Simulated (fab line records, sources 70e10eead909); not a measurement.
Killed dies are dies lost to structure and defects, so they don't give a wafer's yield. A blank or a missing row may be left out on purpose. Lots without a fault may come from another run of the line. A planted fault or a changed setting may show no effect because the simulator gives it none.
fab line records | flow nand_harc
record lots=13 wafers=39 last_day=25
route steps=1159 shown P_CONTACT@219 END@1159
lots that met no fault: from a run of the same line without faults
start_h: hours from the record's first day to the start of the lot's first wafer shown | wait_h: hours since the lot's step before | " the same as in the row above | L1.1+2: a row that stands for several wafers | - no value, or no start given | * or withheld: withheld | < > ~ a bound
route shown NAME@n: a module of which the file shows steps, and the number in the route of the first | usual: mean/standard deviation of fault-free wafers | same: alike in all rows | chamber/n: place in a boat | sites: the reading at each site | _std_site: their standard deviation | _edge_site: outer sites' mean less inner sites' | radius_mm: how far each site lies from the wafer's centre | mask NAME#n: copy n | behind: the tool/chamber that last shaped the wafer | hold: why the lot was held/for how many hours/how that ended | device: the transistor (n, p or np) that didn't switch | end of line: the same wafers' tests at the end of the route | a step without rows: its recipe alone | killed: dies lost to structure and defects at the first sort, not the wafer's yield | map: a wafer's dies, x killed, . not, _ none there
set.NAME: the setting as run; set.NAME@STEP: as run at that earlier step | model.NAME: the simulator's own value behind a step, which no gauge read
steps of the route over a sample of lots; a table a step, a row a wafer
services: from which hour (start_h, from the record's first day; less than 0 if before it) a tool's chamber was out of use, for how many hours, and why
## steps
# step NHARC_P_CONTACT_CMP_01
# recipe target_thk_nm=200 material=SiO2
# usual motor_current_A=11.7/1.3
# columns lot.wafer tool chamber start_h wait_h motor_current_A
L114.1 cmp-02 1 110.91 0.6 11.2
L114.3 " 2 " " 10.8
L114.2 " 3 " " 10.5
L113.1 cmp-02 3 111.77 - 9.9
L113.3 " 0 " " 11.8
L113.2 " 1 " " 11.2
L116.3 cmp-04 3 123.30 - 14.2
L116.1 " 1 " " 10.9
L116.6 " 0 " " 13.4
L118.1 cmp-02 0 134.59 - 12.0
L118.2 " 1 " " 11.4
L118.6 " 0 " " 11.8
L119.3 cmp-02 3 153.89 - 10.8
L119.1 " 0 " " 11.7
L119.4 " 2 " " 12.0
L123.2 cmp-04 0 172.48 - 13.7
L123.4 " 2 " " 12.2
L123.3 " 3 " " 14.6
L128.3 cmp-04 3 188.49 - 14.5
L128.6 " 2 " " 12.2
L128.5 " 3 " " 14.3
L129.2 cmp-04 1 208.68 - 10.3
L129.6 " 3 " " 13.7
L129.5 " 0 " " 13.9
L130.2 cmp-03 1 210.23 0.5 11.4
L130.3 " 2 " " 12.3
L130.4 " 3 " " 11.9
L132.3 cmp-03 2 224.12 - 12.6
L132.2 " 3 " " 11.7
L132.6 " 1 " " 12.2
L133.3 cmp-03 1 225.97 - 11.6
L133.2 " 2 " " 11.8
L133.5 " 0 " " 9.6
L135.4 cmp-02 0 235.54 - 11.8
L135.5 " 1 " " 11.7
L135.6 " 2 " " 11.4
L136.2 cmp-03 0 248.45 - 9.3
L136.1 " 1 " " 11.4
L136.5 " 0 " " 9.5
# step NHARC_P_CONTACT_ETCH_36
# recipe target_depth_a=2600 over_etch_frac=0.25 time_s=406.25 ion_energy_ev=200 n2_flow_sccm=150 h2_flow_sccm=150 ar_flow_sccm=0 rf_w=400 bias_w=150 chemistry=N2/H2
# usual drypump_motor_current_A=5.7/0.39 oes_product_au=0.998/0.0089 over_etch_frac=0.25/0 rf_vpp_V=430.0/2.4 showerhead_plenum_p_Torr=2.02/0.08 throttle_valve_pct=14.171/0.01
# columns lot.wafer tool chamber start_h wait_h drypump_motor_current_A oes_product_au over_etch_frac rf_hours_counter_h rf_vpp_V showerhead_plenum_p_Torr throttle_valve_pct
L114.2 rie_diel-10 3 112.07 - 5.7 1.006 0.25 9 426.5 1.92 14.162
L114.1 " 0 " " 5.8 1.017 0.25 9 431.4 2.04 14.174
L114.3 " 2 " " 5.2 0.994 0.25 10 432.5 2.10 14.172
L113.1 rie_diel-11 2 112.94 - 6.1 1.002 0.25 10 431.8 2.11 14.171
L113.3 " 0 " " 5.5 1.006 0.25 11 432.8 2.14 14.179
L113.2 " 1 " " 6.3 1.007 0.25 10 426.8 1.96 14.190
L116.3 rie_diel-02 1 124.39 - 6.1 0.979 0.25 42 430.7 2.07 14.168
L116.1 " 2 " " 5.0 0.985 0.25 55 426.2 1.89 14.159
L116.6 " 0 " " 5.6 0.998 0.25 - 432.2 2.11 14.167
L118.2 rie_diel-11 3 135.82 - 5.9 1.009 0.25 10 428.6 1.97 14.181
L118.1 " 1 " " 6.3 0.995 0.4597 13 429.7 1.96 14.184
L118.6 " 2 " " 6.1 0.984 0.25 - 433.5 2.11 14.180
L119.4 rie_diel-11 2 155.14 - 6.1 0.985 0.25 14 432.0 2.11 14.189
L119.1 " 3 " " 6.0 1.007 0.25 12 429.8 1.97 14.176
L119.3 " 1 " " 6.3 0.998 0.4597 15 427.9 1.96 14.167
L123.2 rie_diel-10 3 173.67 - 5.8 0.988 0.25 15 427.0 1.92 14.163
L123.3 " 1 " " 5.1 1.002 0.25 14 428.6 1.93 14.169
L123.4 " 2 " " 5.2 1.004 0.25 14 431.2 2.10 14.166
L128.3 rie_diel-10 0 189.67 - 5.8 0.994 0.25 1 430.1 2.04 14.170
L128.5 " 0 " " 5.8 0.998 0.25 - 431.1 2.04 14.180
L128.6 " 1 " " 5.1 1.002 0.25 - 426.6 1.93 14.154
L129.2 rie_diel-11 0 209.90 - 5.4 0.982 0.25 1 434.7 2.14 14.163
L129.5 " 1 " " 6.3 0.990 0.25 - 427.8 1.96 14.165
L129.6 " 2 " " 6.2 0.991 0.25 - 432.1 2.11 14.189
L130.4 rie_diel-11 0 211.42 - 5.4 0.995 0.25 1 433.3 2.14 14.167
L130.3 " 2 " " 6.2 1.004 0.25 1 431.8 2.11 14.169
L130.2 " 3 " " 5.9 0.998 0.25 1 428.9 1.97 14.150
L132.3 rie_diel-11 0 225.29 - 5.4 0.986 0.25 2 433.8 2.14 14.183
L132.2 " 2 " " 6.1 1.006 0.25 3 432.9 2.11 14.153
L132.6 " 3 " " 5.9 1.008 0.25 - 428.0 1.97 14.162
L133.3 rie_diel-11 3 227.07 - 5.9 1.002 0.25 3 428.8 1.97 14.157
L133.2 " 0 " " 5.4 0.992 0.25 3 434.0 2.14 14.158
L133.5 " 1 " " 6.3 0.986 0.25 - 429.1 1.96 14.165
L135.4 rie_diel-11 1 236.71 - 6.3 0.998 0.25 5 429.1 1.96 14.165
L135.5 " 3 " " 5.9 0.989 0.25 - 429.5 1.97 14.164
L135.6 " 0 " " 5.4 0.981 0.25 - 433.5 2.13 14.170
L136.2 rie_diel-10 3 249.52 - 5.7 1.000 0.25 6 427.1 1.92 14.183
L136.1 " 2 " " 5.2 0.980 0.25 6 433.0 2.09 14.182
L136.5 " 3 " " 5.7 0.999 0.25 - 427.3 1.92 14.175
# step NHARC_P_CONTACT_ALD_22
# recipe target_thk_a=30 pulse_time_s=1 ald_cycles=150 temp_c=450 material=TiN
# usual heater_power_w=1110/81 precursor_pulse_height_rel=0.998/0.019
# columns lot.wafer tool chamber start_h wait_h heater_power_w precursor_pulse_height_rel
L114.1 ald_metal-01 2 113.75 - 1094 1.007
L114.3 " 3 " " 1081 0.981
L114.2 " 0 " " 1062 0.988
L113.1 ald_metal-02 2 114.59 - 1133 0.977
L113.3 " 3 " " 994 1.022
L113.2 " 0 " " 1163 0.979
L116.3 ald_metal-02 3 126.02 - 1009 1.006
L116.1 " 2 " " 1127 0.986
L116.6 " 0 " " 1143 0.989
L118.1 ald_metal-01 2 137.47 - 1071 1.011
L118.2 " 0 " " 1085 0.981
L118.6 " 2 " " 1109 1.008
L119.3 ald_metal-03 3 156.79 - 1157 0.970
L119.4 " 0 " " 961 1.011
L119.1 " 1 " " 1031 0.993
L123.4 ald_metal-03 0 175.35 - 965 1.001
L123.2 " 1 " " 1030 1.000
L123.3 " 3 " " 1145 0.986
L128.3 ald_metal-01 3 191.44 - 1092 0.992
L128.5 " 0 " " 1122 0.995
L128.6 " 1 " " 1204 0.988
L129.2 ald_metal-01 2 211.48 - 1096 0.990
L129.6 " 1 " " 1193 1.020
L129.5 " 2 " " 1077 0.968
L130.2 ald_metal-02 1 213.07 - 1302 1.021
L130.3 " 3 " " 1019 1.021
L130.4 " 0 " " 1161 1.001
L132.3 ald_metal-02 3 226.94 - 1027 0.995
L132.2 " 1 " " 1225 0.998
L132.6 " 3 " " 1036 0.962
L133.3 ald_metal-03 3 228.68 - 1160 0.999
L133.2 " 1 " " 1046 0.991
L133.5 " 3 " " 1177 1.020
L135.4 ald_metal-03 3 238.36 - 1129 1.005
L135.5 " 1 " " 1008 0.945
L135.6 " 2 " " 1035 0.979
L136.1 ald_metal-02 1 251.22 - 1243 1.021
L136.2 " 2 " " 1113 1.001
L136.5 " 3 " " 1013 1.005
# step NHARC_P_CONTACT_CVD_23
# recipe target_thk_a=2000 temp_c=300 pressure_torr=40 wf6_flow_sccm=40 h2_flow_sccm=1600 ar_flow_sccm=1560 time_s=557 material=W
# usual heater_power_w=464/27 mfc_wf6_sccm=39.98/0.12 throttle_valve_pct=8.01/0.27
# columns lot.wafer tool chamber start_h wait_h heater_power_w mfc_wf6_sccm throttle_valve_pct
L114.2 cvd_w-02 0 - - 468 40.05 7.68
L114.1 " 1 " " 438 40.09 8.02
L114.3 " 1 " " 422 40.16 8.10
L113.1 cvd_w-02 0 - - 465 40.13 7.63
L113.2 " 1 " " 435 39.99 7.83
L113.3 " 1 " " 441 39.93 7.95
L116.1 cvd_w-02 1 - - 432 40.07 8.02
L116.3 " 1 " " 439 40.28 8.11
L116.6 " 1 " " 437 40.08 8.16
L118.2 cvd_w-01 1 - - 457 39.99 7.86
L118.1 " 0 " " 495 40.10 8.51
L118.6 " 1 " " 449 40.15 7.96
L119.1 cvd_w-02 0 - - 465 39.87 7.77
L119.3 " 0 " " 452 39.85 7.84
L119.4 " 1 " " 429 40.01 8.00
L123.2 cvd_w-02 0 - - 458 39.91 7.60
L123.3 " 1 " " 434 40.09 8.11
L123.4 " 0 " " 468 40.08 7.94
L128.3 cvd_w-01 0 - - 508 40.17 8.27
L128.5 " 0 " " 506 40.14 8.53
L128.6 " 1 " " 461 40.04 7.86
L129.2 cvd_w-02 0 - - 443 40.08 7.49
L129.5 " 0 " " 449 39.91 7.64
L129.6 " 1 " " 429 40.07 7.88
L130.2 cvd_w-02 1 - - 431 40.06 8.43
L130.4 " 0 " " 450 39.97 7.64
L130.3 " 1 " " 444 40.03 8.28
L132.2 cvd_w-01 0 - - 508 40.08 8.46
L132.3 " 1 " " 462 39.94 7.93
L132.6 " 0 " " 512 40.03 8.20
L133.2 cvd_w-02 0 - - 447 39.78 7.73
L133.3 " 1 " " 445 39.95 8.09
L133.5 " 1 " " 435 39.87 8.14
L135.4 cvd_w-02 1 - - 444 39.94 7.94
L135.5 " 0 " " 446 39.94 7.82
L135.6 " 1 " " 433 40.02 7.93
L136.1 cvd_w-01 1 - - 462 40.00 7.94
L136.2 " 0 " " 519 40.03 8.70
L136.5 " 0 " " 513 40.05 8.34
# step NHARC_END_SORT_01
# recipe temp_c=25
# usual killed_at_array=25/9.2 killed_at_other=0.9/1.3 killed_at_periphery=3.3/2.3 killed_dies=29/9.6 killed_open=3.2/1.8 killed_short=2/1.4
# same gross_dies=677
# columns lot.wafer tool chamber start_h wait_h killed_at_array killed_at_other killed_at_periphery killed_dies killed_open killed_short
L123.2 prober-02 0 498.64 2.8 29 1 3 33 4 3
L123.3 prober-02 0 499.42 3.1 23 1 3 27 2 1
L123.4 prober-02 0 500.21 3.4 23 0 2 25 4 1
# killed by level:class
L123.2 A_CHANNEL_HOLE_D1:chamber_film_flake=11 A_STAIRCASE:chamber_film_flake=5 A_CONTACT:chamber_film_flake=4 A_SGD_CUT:chamber_film_flake=3 P_CONTACT:geometric_particle:open=1 P_M2:geometric_particle:short=1 A_ONON_D1:geometric_particle:short=1 A_CHANNEL_FILL_D1:geometric_particle:open=1
L123.3 A_CHANNEL_HOLE_D1:chamber_film_flake=12 A_SGD_CUT:chamber_film_flake=3 P_BONDPAD:chamber_film_flake=2 A_ZERO_WELL:chamber_film_flake=2 A_CONTACT:chamber_film_flake=2 A_CHANNEL_FILL_D1:geometric_particle:short=1 A_CONTACT:geometric_particle:open=1 A_BLC:geometric_particle:open=1
L123.4 A_STAIRCASE:chamber_film_flake=6 A_CHANNEL_HOLE_D1:chamber_film_flake=5 A_SGD_CUT:chamber_film_flake=4 A_CONTACT:chamber_film_flake=3 P_CONTACT:geometric_particle:open=1 P_M0:geometric_particle:open=1 A_WL_FILL:geometric_particle:short=1 A_CONTACT:geometric_particle:open=1
## services
# columns tool chamber start_h hours kind
cvd_w-01 0 89.21 14.8 repair
ald_metal-01 - 102.00 10.0 pm
cmp-04 - 105.00 4.0 pm
cvd_w-01 - 109.83 1.2 repair
cvd_w-01 - 111.91 13.0 pm
rie_diel-10 0 112.68 4.6 repair
cmp-02 - 128.60 4.0 pm
cmp-03 - 135.50 1.4 repair
cmp-04 - 139.01 0.9 repair
ald_metal-03 - 144.00 10.0 pm
cvd_w-01 - 147.55 2.2 repair
cmp-04 - 155.65 2.5 repair
cmp-03 - 156.00 4.0 pm
ald_metal-02 2 167.02 6.4 repair
rie_diel-10 - 176.50 9.0 pm
ald_metal-02 - 186.01 10.0 pm
rie_diel-11 - 189.55 9.0 pm
rie_diel-10 3 195.26 3.1 repair
cvd_w-02 - 198.65 13.0 pm
cmp-04 - 203.00 4.0 pm
ald_metal-03 - 204.67 0.5 repair
cmp-02 - 221.89 0.2 repair
cmp-02 - 226.60 4.0 pm
cmp-02 - 238.38 2.3 repair
## key
first_sign step=NHARC_P_CONTACT_ETCH_36 reading=over_etch_frac direction=up sigmas=99+ usual=0.25 struck=0.4597
effect none on later readings
met_at NHARC_P_CONTACT_ETCH_36
struck_lots L118,L119
struck_wafers L118.1,L119.3
tester_left_out L118,L119
not_acting_at NHARC_P_CONTACT_CMP_01,NHARC_P_CONTACT_ALD_22,NHARC_P_CONTACT_CVD_23
onset_between 112.94 135.82
fault kind=process_parameter_drift tool=rie_diel-11 chamber=1 onset_h=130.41 steps=NHARC_P_CONTACT_ETCH_36 channel=over_etch_frac offset=0.2097 shape=step end_h=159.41 acts_in=these_recipes_only stated=0.25
# tester_left_out: of these lots the tester's yield and bins aren't shown, on N5 and GAA mostly nor the transistor test; their killed dies are dies lost to structure and defects alone, not to doping, threshold or leakage, so they don't give the yield
